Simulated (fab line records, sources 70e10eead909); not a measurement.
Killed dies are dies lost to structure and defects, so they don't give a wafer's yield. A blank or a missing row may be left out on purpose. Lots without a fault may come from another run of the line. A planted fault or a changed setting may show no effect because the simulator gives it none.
Chamber matching | flow nand_harc | NHARC_P_GATE_DESCUM_13 on rie_diel-11: 4 sister chambers
The step chemistry O2, time 3 s. 4 wafers are shown with their chamber, then 10 later ones without.

WAFERS WITH THEIR CHAMBER
wafer  | chamber | drypump_motor_current_A (A)
L080.3 | 0       | 5.7
L086.2 | 3       | 5.5
L087.1 | 1       | 5.0
L087.2 | 2       | 5.4

WAFERS WITHOUT THEIR CHAMBER
wafer  | drypump_motor_current_A (A)
L087.3 | 5.5
L089.1 | 5.5
L089.2 | 4.9
L089.3 | 5.7
L090.1 | 5.4
L090.3 | 5.7
L090.4 | 5.0
L095.1 | 5.7
L095.3 | 5.4
L095.4 | 5.0

WHICH CHAMBER EACH WENT THROUGH
wafer  | from the rows above | in truth
L087.3 | 3                   | 3
L089.1 | 3                   | 3
L089.2 | 1                   | 1
L089.3 | 0                   | 0
L090.1 | 2                   | 2
L090.3 | 0                   | 0
L090.4 | 1                   | 1
L095.1 | 0                   | 0
L095.3 | 2                   | 2
L095.4 | 1                   | 1
Placed correctly: 10 of 10. Can't be placed from these rows: 0. Placed wrongly: 0.
How it was worked out, from the rows above alone: a wafer's distance from a chamber is the root of the sum, over the readings, of the square of ((its reading less the chamber's mean) divided by the reading's scatter). The wafer belongs to the nearest chamber; if the next one is less than 2 further off, it can't be placed. A chamber's mean is the mean of its shown wafers. The scatter: with one shown wafer a chamber, the root of the mean of the squares of how far each hidden wafer lies from its nearest shown one.
